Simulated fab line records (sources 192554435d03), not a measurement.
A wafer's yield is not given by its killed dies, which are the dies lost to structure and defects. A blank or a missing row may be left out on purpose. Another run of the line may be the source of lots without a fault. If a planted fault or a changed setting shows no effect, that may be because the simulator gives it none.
fab line records + flow n5-finfet
[record]
- lots = 5
- wafers = 13
- last-day = 17
route steps=1938 shown MOL_CONTACT_COAG@620 BEOL_M0_SAQP@632 BEOL_M0@726 BEOL_M4@1111 PASSIVATION@1936
lots untouched by any fault: they come from a run of this same line in which no faults occurred
start-h: start of the lot's first displayed wafer, in hours after the record's first day + wait-h: how many hours have passed since the lot's step before this one + " identical to the entry in the row above + L1.1+2: one row covering several wafers at once + - no value, or no start was given + * or withheld: withheld + < > ~ a bound
route shown NAME@n: names a module that has steps shown in the file, with the first one's number in the route + usual: mean/standard deviation taken from wafers without a fault + same: alike in all rows + chamber/n: place in a boat + sites: readings site by site + _std_site: how widely they spread, as a standard deviation + _edge_site: inner sites' mean taken away from outer sites' mean + radius-mm: for every site, how far away it sits from the centre of the wafer + mask NAME#n: copy n + behind: the tool/chamber that last shaped the wafer + hold: the reason the lot was held/the length of the hold in hours/how it ended + device: which transistor (n, p or np) failed to switch + end of line: the tests these same wafers got at the end of their route + a step without rows: its recipe alone + killed: dies lost to structure and defects at the first sort, not the wafer's yield + map: a wafer's dies, x killed, . not, _ none there
set.NAME: the setting that was run; set.NAME@STEP: the one run at that earlier step + model.NAME: the simulator's own value behind a step, which no gauge read
lots seen at some steps along the route; tables by step, rows by wafer
services: the hour from which a tool's chamber was out of use, counted from the record's first day as start-h (under 0 if before that day), plus the number of hours and why
[[steps]]
[step N5_MOL_CONTACT_COAG_PRECLEAN_138]
[recipe]
- chemistry = alkaline-clean
- temp-c = 60
- time-s = 60
- do-ppb = 50
[step N5_MOL_CONTACT_COAG_SRD_139]
[recipe]
- dry = ipa-marangoni
- time-s = 30
- temp-c = 23
- rinse-liquid = diw
[step N5_MOL_CONTACT_COAG_PRE_CLEAN_121]
[recipe]
- gas = H2/He
- time-s = *
- temp-c = withheld
[step N5_MOL_CONTACT_COAG_CVD_140]
[recipe]
- material = W
- target-thk-a = 665
- mode = selective-fill
- temp-c = 300
- time-s = 215
[step N5_MOL_CONTACT_COAG_PRECLEAN_127]
[recipe]
- chemistry = DIW
- time-s = 57.5
- temp-c = 23
[step N5_MOL_CONTACT_COAG_SRD_128]
[recipe]
- dry-time-s = 32
- dry = n2-spin
- spin-rpm = 1500
[step N5_MOL_CONTACT_COAG_CMP_52]
[recipe]
- stop-on = SiO2
- t-overpolish-s = 1.5
- post-cmp-clean = w-dilute-nh4oh
- down-force-psi = 4
- platen-rpm = 50.289
- pad-velocity-m-s = 1.0006
- target-thk-nm = 66.5
[step N5_MOL_CONTACT_COAG_ANNEAL_112]
[recipe]
- temp-c = 400
- time-s = 1800
- ambient = HPD2
- pressure-atm = 10
[step N5_BEOL_M0_SAQP_PECVD_00]
[recipe]
- material = SiCN
- target-thk-a = 80
- temp-c = withheld
- precursor = 3MS/NH3
- pressure-torr = 3
- rf-w = 202
- time-s = 14
[usual]
- chamber-pressure-Torr = 3.000/0.0068
- showerhead-plenum-p-Torr = 3.659/0.01
- showerhead-vpp-V = 895/46
- throttle-valve-pct = 9.1/0.46
| lot.wafer | tool     | chamber | start-h | wait-h | chamber-pressure-Torr | showerhead-plenum-p-Torr | showerhead-vpp-V | throttle-valve-pct | model.SiCN_of_BEOL_M0_SAQP_PECVD_00.thk-nm |
|-----------|----------|---------|---------|--------|-----------------------|--------------------------|------------------|--------------------|--------------------------------------------|
| L598.2    | pecvd-02 | 1       | 143.00  | 0.2    | 2.995                 | 3.652                    | 942              | 9.3                | 8.2                                        |
| L598.5    | "        | 1       | "       | "      | 2.997                 | 3.653                    | 938              | 8.8                | 8.2                                        |
| L598.6    | "        | 0       | "       | "      | 2.994                 | 3.652                    | 974              | 8.9                | 8                                          |
| L603.1    | pecvd-02 | 2       | 173.36  | 0.2    | 3.021                 | 3.670                    | 848              | 8.9                | 4.2                                        |
| L603.3    | "        | 1       | "       | "      | 2.995                 | 3.661                    | 945              | 9.4                | 4.2                                        |
| L603.6    | "        | 2       | "       | "      | 3.014                 | 3.663                    | 868              | 8.9                | 8.2                                        |
| L605.1    | pecvd-02 | 0       | 185.43  | 0.2    | 3.002                 | 3.662                    | 980              | 9.0                | 4.2                                        |
| L605.6    | "        | 0       | "       | "      | 2.997                 | 3.663                    | 960              | 9.0                | 8                                          |
| L606.3    | pecvd-02 | 0       | 188.42  | 0.1    | 3.004                 | 3.669                    | 956              | 9.2                | 4.2                                        |
| L606.6    | "        | 1       | "       | "      | 3.002                 | 3.656                    | 949              | 9.1                | 8                                          |
| L611.1    | pecvd-03 | 0       | 218.33  | 0.2    | 3.012                 | 3.650                    | 869              | 9.7                | 8                                          |
| L611.2    | "        | 1       | "       | "      | 3.008                 | 3.661                    | 858              | 9.8                | 8                                          |
| L611.4    | "        | 1       | "       | "      | 3.006                 | 3.657                    | 838              | 10.0               | 8                                          |
[step N5_BEOL_M0_SAQP_ILD_DEP_01]
[recipe]
- material = SiOC
- target-thk-a = 454.19
- temp-c = 350
- precursor = DEMS/O2
- pressure-torr = 5
- rf-w = 500
- time-s = 8.7
[step N5_BEOL_M0_SAQP_HM_DEP_02]
[recipe]
- material = TiN
- target-thk-a = 120
- temp-c = 25
- chamber-pressure-pa = 0.49996
[step N5_BEOL_M0_SAQP_PECVD_03]
[recipe]
- material = SiCN
- target-thk-a = 120
- temp-c = withheld
- precursor = 3MS/NH3
- pressure-torr = 3
- rf-w = 202
- time-s = 21.1
[step N5_BEOL_M0_SAQP_PECVD_96]
[recipe]
- material = a-Si
- target-thk-a = 450
- temp-c = 350
- precursor = SiH4/He
- pressure-torr = 3
- rf-w = 100
- time-s = 45.2
[step N5_BEOL_M0_SAQP_PECVD_97]
[recipe]
- material = SiNx
- target-thk-a = 230
- temp-c = 350
- precursor = SiH4/NH3/N2
- pressure-torr = 1.5
- rf-w = 300
- time-s = 19.9
[step N5_BEOL_M0_SAQP_PECVD_04]
[recipe]
- material = a-Si
- target-thk-a = 600
- temp-c = 350
- precursor = SiH4/He
- pressure-torr = 3
- rf-w = 100
- time-s = 60.2
[step N5_BEOL_M0_SAQP_HM_DEP_111]
[recipe]
- material = SiO2
- target-thk-a = 120
- temp-c = 400
- precursor = SiH4/N2O
- pressure-torr = 0.75
- rf-w = 275
- time-s = 7.2
[step N5_BEOL_M0_SAQP_COAT_81]
[recipe]
- resist = SOC
- temp-c = 250
- time-s = 60
- spin-rpm = 1500
- resist-thk-nm = 100
[step N5_BEOL_M0_SAQP_COAT_82]
[recipe]
- resist = SiARC
- temp-c = 220
- time-s = 60
- spin-rpm = 1500
- resist-thk-nm = 30
[step N5_BEOL_M0_SAQP_COAT_08]
[recipe]
- resist = CAR-ArF
- spin-rpm = 1500
- resist-thk-nm = 90
[step N5_BEOL_M0_SAQP_EBR_10]
[recipe]
- solvent = PGMEA
- ebr-width-mm = 1.5
[step N5_BEOL_M0_SAQP_SOFTBAKE_09]
[recipe]
- temp-c = 110
- time-s = 60
- resist = CAR-ArF
[step N5_BEOL_M0_SAQP_EXPOSE_11]
[recipe]
- mask-id = M0_CORE
- na = 1.35
- source-shape = dipole
- sigma-inner = 0.538
- sigma-outer = 0.738
- polarization = te
- target-cd-nm = 42
- dose-mj = 55
[step N5_BEOL_M0_SAQP_PEB_12]
[recipe]
- peb-temp-c = withheld
- peb-time-s = 60
- resist = CAR-ArF
[step N5_BEOL_M0_SAQP_DEVELOP_13]
[recipe]
- develop-time-s = 30
- developer = TMAH
- resist = CAR-ArF
- dev-temp-c = 23
- rinse-liquid = diw
- dry = air-spin
[step N5_BEOL_M0_SAQP_DESCUM_19]
[recipe]
- chemistry = O2
- time-s = 7.9
- source-power-w = 50
- bias-power-w = 20
- pressure-mtorr = 20
- rf-frequency-hz = 2.712e+07
- temp-c = 40
- resist = CAR-ArF
- o2-flow-sccm = 225
[step N5_BEOL_M0_SAQP_ETCH_83]
[recipe]
- chemistry = CF4
- target = SiARC
- target-depth-a = 390
- mask-material = CAR-ArF
- time-s = 65
- ion-energy-ev = 80
- pressure-mtorr = 40
- source-w = 545
- bias-w = 36
- Ar_flow_sccm = 100
- cf4-flow-sccm = 100
- ends = cleared
[step N5_BEOL_M0_SAQP_ETCH_84]
[recipe]
- chemistry = N2/H2
- target = SOC
- target-depth-a = 1000
- overetch-a = 200
- mask-material = SiARC
- temp-c = 40
- time-s = 150
- ion-energy-ev = 200
- pressure-mtorr = 30
- source-w = 840
- bias-w = 150
- n2-flow-sccm = 200
- h2-flow-sccm = 200
[step N5_BEOL_M0_SAQP_STRIP_80]
[recipe]
- chemistry = N2/H2
- temp-c = 40
- n2-flow-sccm = 200
- h2-flow-sccm = 200
- rf-frequency-hz = 6e+07
[step N5_BEOL_M0_SAQP_HM_OPEN_112]
[recipe]
- chemistry = CHF3/O2
- target = SiO2
- stop-on = a-Si
- target-depth-a = 120
- over-etch-frac = 1.25
- mask-material = SOC
- time-s = 13.5
- pressure-mtorr = 30
- source-w = 650
- bias-w = 170
- Ar_flow_sccm = 200
- CHF3_flow_sccm = 50
- O2_flow_sccm = 5
- ion-energy-ev = 200
- ends = end-point
[step N5_BEOL_M0_SAQP_STRIP_113]
[recipe]
- chemistry = CHF3/O2
- resist = SiARC
- rf-frequency-hz = 6e+07
[step N5_BEOL_M0_SAQP_MANDREL_ETCH_20]
[recipe]
- target-depth-a = 600
- chemistry = HBr/Cl2
- target = a-Si
- stop-on = SiNx
- bt-time-s = 10
- mask-material = SOC
- over-etch-frac = 0.5
- time-s = 30
- pressure-mtorr = 10
- icp-w = 800
- bias-w = 75
- HBr_flow_sccm = 150
- Cl2_flow_sccm = 80
- ends = end-point
[step N5_BEOL_M0_SAQP_STRIP_86]
[recipe]
- chemistry = N2/H2
- power-w = 500
- temp-c = 40
- pressure-mtorr = 50
- rf-frequency-hz = 6e+07
- overash-fraction = 0.3
- bias-power-w = 28
- h2-frac = 0.5
- n2-flow-sccm = 300
- h2-flow-sccm = 300
[step N5_BEOL_M0_SAQP_STRIP_115]
[recipe]
- chemistry = post-etch-residue-remover
- time-s = 60
- temp-c = 25
- remover-ph = withheld
- remover-water-wt-pct = withheld
- remover-fluoride-wt-pct = withheld
[step N5_BEOL_M0_SAQP_SRD_93]
[recipe]
- dry = ipa-marangoni
- time-s = 30
- temp-c = 23
- rinse-liquid = diw
[step N5_BEOL_M0_ETCH_109]
[recipe]
- chemistry = CH3F/O2
- target-depth-a = 80
- overetch-a = 24
- target = SiCN
- time-s = 27.4
- ion-energy-ev = 120
- pressure-mtorr = 30
- source-w = 395
- bias-w = 75
- Ar_flow_sccm = 150
- CH3F_flow_sccm = 30
- O2_flow_sccm = 20
[usual]
- drypump-motor-current-A = 5.54/0.28
- mfc-ar-sccm = 150.0/0.47
- oes-product-au = 0.71/0.071
- rf-vpp-V = 298.0/1.5
- showerhead-plenum-p-Torr = 2.03/0.059
- throttle-valve-pct = 16.21/0.3
| lot.wafer | tool        | chamber | start-h | wait-h | drypump-motor-current-A | mfc-ar-sccm | oes-product-au | rf-hours-counter-h | rf-vpp-V | showerhead-plenum-p-Torr | throttle-valve-pct | model.etch.depth-nm |
|-----------|-------------|---------|---------|--------|-------------------------|-------------|----------------|--------------------|----------|--------------------------|--------------------|---------------------|
| L598.2    | rie-diel-06 | 1       | 150.57  | 0.0    | 5.31                    | 149.8       | 0.66           | 123                | 295.9    | 1.92                     | 16.58              | 8.147               |
| L598.5    | "           | 0       | "       | "      | 5.48                    | 149.8       | 0.64           | -                  | 299.6    | 1.99                     | 16.20              | 8.248               |
| L598.6    | "           | 3       | "       | "      | 6.52                    | 150.4       | 0.62           | -                  | 299.3    | 2.07                     | 16.47              | 8.016               |
| L603.1    | rie-diel-03 | 3       | 186.73  | 0.0    | 5.64                    | 150.2       | 0.61           | 2                  | 297.3    | 2.05                     | 16.40              | 4.226               |
| L603.3    | "           | 0       | "       | "      | 5.06                    | 149.6       | 0.54           | 44                 | 297.3    | 1.96                     | 16.29              | 4.222               |
| L603.6    | "           | 0       | "       | "      | 5.07                    | 150.2       | 0.74           | -                  | 297.1    | 1.96                     | 16.34              | 8.129               |
| L605.1    | rie-diel-04 | 3       | 195.28  | 0.2    | 5.54                    | 150.2       | 0.54           | 41                 | 298.2    | 2.03                     | 15.81              | 4.145               |
| L605.6    | "           | 0       | "       | "      | 5.43                    | 149.5       | 0.70           | -                  | 300.0    | 2.11                     | 16.53              | 8.051               |
| L606.3    | rie-diel-03 | 0       | 198.19  | 0.0    | 5.08                    | 150.1       | 0.54           | 49                 | 297.1    | 1.95                     | 16.30              | 4.219               |
| L606.6    | "           | 2       | "       | "      | 5.65                    | 151.3       | 0.75           | -                  | 299.4    | 2.13                     | 15.92              | 8.028               |
| L611.1    | rie-diel-06 | 2       | 229.19  | 0.8    | 4.97                    | 150.2       | 0.68           | 107                | 296.4    | 1.94                     | 16.53              | 7.966               |
| L611.2    | "           | 1       | "       | "      | 5.33                    | 150.3       | 0.62           | 151                | 295.7    | 1.91                     | 16.62              | 7.901               |
| L611.4    | "           | 2       | "       | "      | 4.99                    | 150.0       | 0.68           | -                  | 295.5    | 1.94                     | 16.52              | 8.063               |
[step N5_BEOL_M0_RS_MEAS_126]
[recipe]
- thk-meas-gauge = four-point-probe
- reads = Co_of_BEOL_M0_CO_CAP_123+Cu_of_BEOL_M0_ECD_118+Co_of_BEOL_M0_CVD_115+TaN_of_BEOL_M0_ALD_136
[usual]
- M0_RS = 0.530/0.017
| lot.wafer | tool          | chamber | start-h | wait-h | M0_RS[ohm/sq] |
|-----------|---------------|---------|---------|--------|---------------|
| L598.2    | film-metro-02 | -       | 153.18  | 0.1    | 0.512         |
| L598.5    | "             | -       | "       | "      | 0.520         |
| L598.6    | "             | -       | "       | "      | 0.520         |
| L603.1    | film-metro-02 | -       | 189.93  | 0.0    | 0.597         |
| L603.3    | "             | -       | "       | "      | 0.567         |
| L603.6    | "             | -       | "       | "      | 0.521         |
| L605.1    | film-metro-01 | -       | 198.23  | 0.0    | 0.616         |
| L605.6    | "             | -       | "       | "      | 0.525         |
| L606.3    | film-metro-01 | -       | 202.10  | 0.1    | 0.586         |
| L606.6    | "             | -       | "       | "      | 0.493         |
| L611.1    | film-metro-01 | -       | 232.15  | 0.0    | 0.568         |
| L611.2    | "             | -       | "       | "      | 0.540         |
| L611.4    | "             | -       | "       | "      | 0.547         |
[step N5_BEOL_M4_RC_MEAS_101]
[usual]
- DIBL_N = 36.4/1.4
- DIBL_P = 36.3/1.8
- IOFF_N = 0.163/0.024
- IOFF_P = 0.21/0.034
- ION_N = 673/11
- ION_P = 461/7.4
- SS_N = 71.6/0.52
- SS_P = 73.3/0.58
- VT_N = 249.4/2.5
- VT_P = -250/3.5
| lot.wafer | tool      | chamber | start-h | wait-h | DIBL_N[mV/V] | DIBL_P[mV/V] | IOFF_N[nA/um] | IOFF_P[nA/um] | ION_N[uA/um] | ION_P[uA/um] | SS_N[mV/dec] | SS_P[mV/dec] | VT_N[mV] | VT_P[mV] |
|-----------|-----------|---------|---------|--------|--------------|--------------|---------------|---------------|--------------|--------------|--------------|--------------|----------|----------|
| L598.2    | prober-01 | 0       | 199.24  | 0.2    | 37.7         | 37.1         | 0.166         | 0.25          | 669          | 464          | 71.9         | 73.7         | 249.5    | -245     |
| L598.5    | "         | 0       | "       | "      | 38.9         | 37.6         | 0.185         | 0.28          | 674          | 470          | 72.0         | 73.3         | 250.3    | -243     |
| L598.6    | "         | 0       | "       | "      | 35.7         | 33.9         | 0.130         | 0.19          | 660          | 456          | 71.1         | 72.2         | 253.4    | -252     |
| L603.1    | prober-01 | 0       | 228.77  | 0.0    | 37.1         | 36.4         | 0.171         | 0.21          | 697          | 468          | 72.2         | 73.7         | 247.3    | -251     |
| L603.3    | "         | 0       | "       | "      | 34.6         | 33.9         | 0.134         | 0.18          | 672          | 461          | 71.6         | 73.0         | 252.5    | -252     |
| L603.6    | "         | 0       | "       | "      | 33.0         | 31.1         | 0.109         | 0.15          | 673          | 466          | 71.1         | 72.8         | 252.5    | -255     |
| L605.1    | prober-01 | 0       | 255.18  | 0.0    | 37.1         | 37.2         | 0.172         | 0.24          | 684          | 469          | 72.0         | 72.5         | 247.0    | -248     |
| L605.6    | "         | 0       | "       | "      | 36.9         | 37.1         | 0.165         | 0.24          | 683          | 476          | 71.8         | 73.1         | 248.9    | -244     |
| L606.3    | prober-01 | 0       | 258.22  | 0.3    | 37.8         | 38.8         | 0.212         | 0.27          | 681          | 466          | 72.2         | 73.9         | 247.0    | -246     |
| L606.6    | "         | 0       | "       | "      | 34.7         | 35.5         | 0.158         | 0.21          | 678          | 466          | 71.9         | 73.9         | 249.5    | -249     |
| L611.1    | prober-02 | 0       | 283.19  | 0.0    | 37.8         | 37.7         | 0.169         | 0.22          | 681          | 460          | 71.9         | 73.9         | 251.2    | -252     |
| L611.2    | "         | 0       | "       | "      | 37.1         | 37.0         | 0.157         | 0.20          | 681          | 460          | 71.5         | 73.7         | 251.3    | -251     |
| L611.4    | "         | 0       | "       | "      | 35.8         | 35.7         | 0.136         | 0.18          | 669          | 460          | 70.8         | 73.6         | 252.2    | -252     |
[step N5_PASSIVATION_PROBE_49]
[usual]
- defect-limited-yield = 91.4/1.6
- killed_at_M0_to_M3 = 34/12
- killed_at_M4_up = 13/5.2
- killed-at-contacts = 11/5.5
- killed-at-front-end = 40/13
- killed-at-other = 3.4/2.7
- killed-dies = 102/19
- killed-open = 66/15
- killed-short = 33/7.9
- sort_bin_5_function = 5.1/1.1
- sort_bin_6_memory = 3.2/0.7
- sort-n-pass = 1078/19
- sort-yield-pct = 91.4/1.6
[same]
- gross-dies = 1180
- killed-at-back-side = 0
- sort_bin_4_leakage[%] = 0
- sort_bin_8_speed[%] = 0
| lot.wafer | tool      | chamber | start-h | wait-h | defect-limited-yield[%] | killed_at_M0_to_M3 | killed_at_M4_up | killed-at-contacts | killed-at-front-end | killed-at-other | killed-dies | killed-open | killed-short | sort_bin_5_function[%] | sort_bin_6_memory[%] | sort-n-pass | sort-yield-pct[%] |
|-----------|-----------|---------|---------|--------|-------------------------|--------------------|-----------------|--------------------|---------------------|-----------------|-------------|-------------|--------------|------------------------|----------------------|-------------|-------------------|
| L603.1    | prober-02 | -       | 341.60  | 0.0    | 89.7                    | 54                 | 16              | 13                 | 35                  | 4               | 122         | 77          | 41           | 6.2                    | 3.6                  | 1058        | 89.7              |
| L603.3    | prober-02 | -       | 341.70  | 0.1    | 89.2                    | 66                 | 13              | 15                 | 33                  | 1               | 128         | 84          | 44           | 6.7                    | 3.6                  | 1052        | 89.2              |
| L603.6    | prober-02 | -       | 341.85  | 0.3    | 90.3                    | 34                 | 17              | 22                 | 37                  | 4               | 114         | 78          | 35           | 5.4                    | 3.9                  | 1066        | 90.3              |
| L605.1    | prober-01 | -       | 369.95  | 0.2    | 91.6                    | 26                 | 21              | 15                 | 33                  | 4               | 99          | 64          | 34           | 4.1                    | 4.2                  | 1081        | 91.6              |
| L605.6    | prober-01 | -       | 370.20  | 0.4    | 91.9                    | 28                 | 10              | 10                 | 44                  | 3               | 95          | 70          | 23           | 5.3                    | 2.2                  | 1085        | 91.9              |
| L606.3    | prober-02 | -       | 370.14  | 0.1    | 91.3                    | 42                 | 9               | 20                 | 29                  | 3               | 103         | 66          | 36           | 5.4                    | 2.8                  | 1077        | 91.3              |
| L606.6    | prober-02 | -       | 370.29  | 0.3    | 90.2                    | 32                 | 11              | 12                 | 59                  | 2               | 116         | 82          | 33           | 6.0                    | 3.5                  | 1064        | 90.2              |
| L611.1    | prober-02 | -       | 398.27  | 0.0    | 88.7                    | 36                 | 9               | 21                 | 65                  | 2               | 133         | 87          | 44           | 6.7                    | 4.2                  | 1047        | 88.7              |
| L611.2    | prober-02 | -       | 398.32  | 0.1    | 89.1                    | 44                 | 17              | 8                  | 60                  | 0               | 129         | 90          | 38           | 6.7                    | 4.2                  | 1051        | 89.1              |
| L611.4    | prober-02 | -       | 398.42  | 0.2    | 89.8                    | 55                 | 15              | 10                 | 36                  | 4               | 120         | 72          | 43           | 5.8                    | 3.9                  | 1060        | 89.8              |
// killed by level:class
L603.1 BEOL_M2:geometric-particle:open=19 BEOL_M0_SAQP:geometric-particle:short=13 MOL_CONTACT_COAG:geometric-particle:open=11 BEOL_M0_SAQP:geometric-particle:open=10 FIN_SAQP:geometric-particle:short=9 BEOL_M4:geometric-particle:open=9 FIN_SAQP:geometric-particle:open=5 STARTING-WAFER:geometric-particle:short=5
L603.3 BEOL_M0_SAQP:geometric-particle:short=20 BEOL_M2:geometric-particle:open=20 BEOL_M0_SAQP:geometric-particle:open=16 MOL_CONTACT_COAG:geometric-particle:open=15 FIN_SAQP:geometric-particle:short=10 BEOL_M4:geometric-particle:open=8 STI_FIN_REVEAL:geometric-particle:open=6 BEOL_M3:geometric-particle:open=5
L603.6 MOL_CONTACT_COAG:geometric-particle:open=18 BEOL_M0_SAQP:geometric-particle:open=12 FIN_SAQP:geometric-particle:open=10 BEOL_M4:geometric-particle:open=10 BEOL_M3:geometric-particle:open=9 BEOL_M0_SAQP:geometric-particle:short=7 FIN_SAQP:geometric-particle:short=5 GATE_CUT:geometric-particle:open=5
L605.1 BEOL_M4:geometric-particle:open=13 MOL_CONTACT_COAG:geometric-particle:open=12 FIN_SAQP:geometric-particle:open=11 BEOL_M0_SAQP:geometric-particle:short=7 FIN_SAQP:geometric-particle:short=6 BEOL_M2:geometric-particle:open=4 BEOL_M3:geometric-particle:open=4 STI_FIN_REVEAL:geometric-particle:open=3
L606.3 MOL_CONTACT_COAG:geometric-particle:open=15 BEOL_M2:geometric-particle:open=11 STI_FIN_REVEAL:geometric-particle:open=8 BEOL_M0_SAQP:geometric-particle:open=8 BEOL_M2:geometric-particle:short=7 FIN_SAQP:geometric-particle:short=6 BEOL_M0_SAQP:geometric-particle:short=6 MOL_CONTACT_COAG:geometric-particle:short=5
L605.6 FIN_SAQP:geometric-particle:open=18 BEOL_M0_SAQP:geometric-particle:open=9 BEOL_M4:geometric-particle:open=8 MOL_CONTACT_COAG:geometric-particle:open=7 DUMMY_GATE:geometric-particle:open=5 STI_FIN_REVEAL:geometric-particle:open=4 BEOL_M0:geometric-particle:open=4 ILD0:geometric-particle:open=3
L606.6 FIN_SAQP:geometric-particle:short=16 FIN_SAQP:geometric-particle:open=14 STI_FIN_REVEAL:geometric-particle:open=14 BEOL_M3:geometric-particle:open=10 MOL_CONTACT_COAG:geometric-particle:open=9 BEOL_M4:geometric-particle:open=7 DUMMY_GATE:geometric-particle:open=5 BEOL_M0_SAQP:geometric-particle:open=5
L611.1 FIN_SAQP:geometric-particle:open=16 STI_FIN_REVEAL:geometric-particle:open=15 MOL_CONTACT_COAG:geometric-particle:open=14 FIN_SAQP:geometric-particle:short=12 BEOL_M1:geometric-particle:open=8 MOL_CONTACT_COAG:geometric-particle:short=7 BEOL_M0_SAQP:geometric-particle:open=7 BEOL_M2:geometric-particle:open=7
L611.2 STI_FIN_REVEAL:geometric-particle:open=23 BEOL_M0_SAQP:geometric-particle:short=11 BEOL_M1:geometric-particle:open=11 BEOL_M4:geometric-particle:open=9 BEOL_M0_SAQP:geometric-particle:open=9 STI_FIN_REVEAL:geometric-particle:short=7 FIN_SAQP:geometric-particle:short=6 DUMMY_GATE:geometric-particle:open=6
L611.4 BEOL_M0_SAQP:geometric-particle:short=19 BEOL_M0_SAQP:geometric-particle:open=15 STI_FIN_REVEAL:geometric-particle:open=9 MOL_CONTACT_COAG:geometric-particle:open=8 FIN_SAQP:geometric-particle:open=6 DUMMY_GATE:geometric-particle:open=6 BEOL_M2:geometric-particle:open=6 BEOL_M2:geometric-particle:short=4
[[services]]
| tool        | chamber | start-h | hours | kind                          |
|-------------|---------|---------|-------|-------------------------------|
| pecvd-02    | -       | 137.13  | 1.7   | repair                        |
| rie-diel-03 | 3       | 148.21  | -     | clean                         |
| rie-diel-03 | 3       | 148.21  | -     | consumable-replace:focus-ring |
| rie-diel-03 | 3       | 148.21  | 29.4  | scheduled-down                |
| rie-diel-03 | 3       | 148.21  | 29.4  | vent-cycle                    |
| rie-diel-04 | 1       | 149.34  | -     | clean                         |
| rie-diel-04 | 1       | 149.34  | -     | consumable-replace:focus-ring |
| rie-diel-04 | 1       | 149.34  | 18.4  | scheduled-down                |
| rie-diel-04 | 1       | 149.34  | 18.4  | vent-cycle                    |
| pecvd-02    | 1       | 151.52  | 2.1   | scheduled-down                |
| pecvd-03    | 2       | 202.38  | -     | clean                         |
| pecvd-03    | 2       | 202.38  | -     | consumable-replace:showerhead |
| pecvd-03    | 2       | 202.38  | 29.0  | scheduled-down                |
| pecvd-03    | 2       | 202.38  | 29.0  | vent-cycle                    |
| rie-diel-03 | 1       | 211.40  | -     | clean                         |
| rie-diel-03 | 1       | 211.40  | -     | consumable-replace:focus-ring |
| rie-diel-03 | 1       | 211.40  | 17.4  | scheduled-down                |
| rie-diel-03 | 1       | 211.40  | 17.4  | vent-cycle                    |
| rie-diel-06 | 3       | 226.21  | 11.0  | repair                        |
[[key]]
[first-sign]
- step = N5_BEOL_M0_RS_MEAS_126
- reading = M0_RS
- direction = up
- sigmas = 3.6
- usual = 0.530
- struck = 0.592
effect none on later readings
[model-effect]
- step = N5_BEOL_M0_SAQP_PECVD_00
- value = SiCN_of_BEOL_M0_SAQP_PECVD_00.thk-nm
- without = 8
- struck = 4.2
[model-effect]
- step = N5_BEOL_M0_ETCH_109
- value = etch.depth-nm
- without = 7.97
- struck = 4.203
met-at N5_BEOL_M0_SAQP_PECVD_00
struck-wafers L603.1,L603.3,L605.1,L606.3
onset-between 143.00 173.36
[fault]
- kind = process-parameter-drift
- tool = pecvd-02
- chamber = -
- onset-h = 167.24
- steps = N5_BEOL_M0_SAQP_PECVD_00
- channel = time-s
- offset = *
- shape = step
- end-h = 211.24
- scope = struck-wafers-only
- acts-in = *
- stated = *
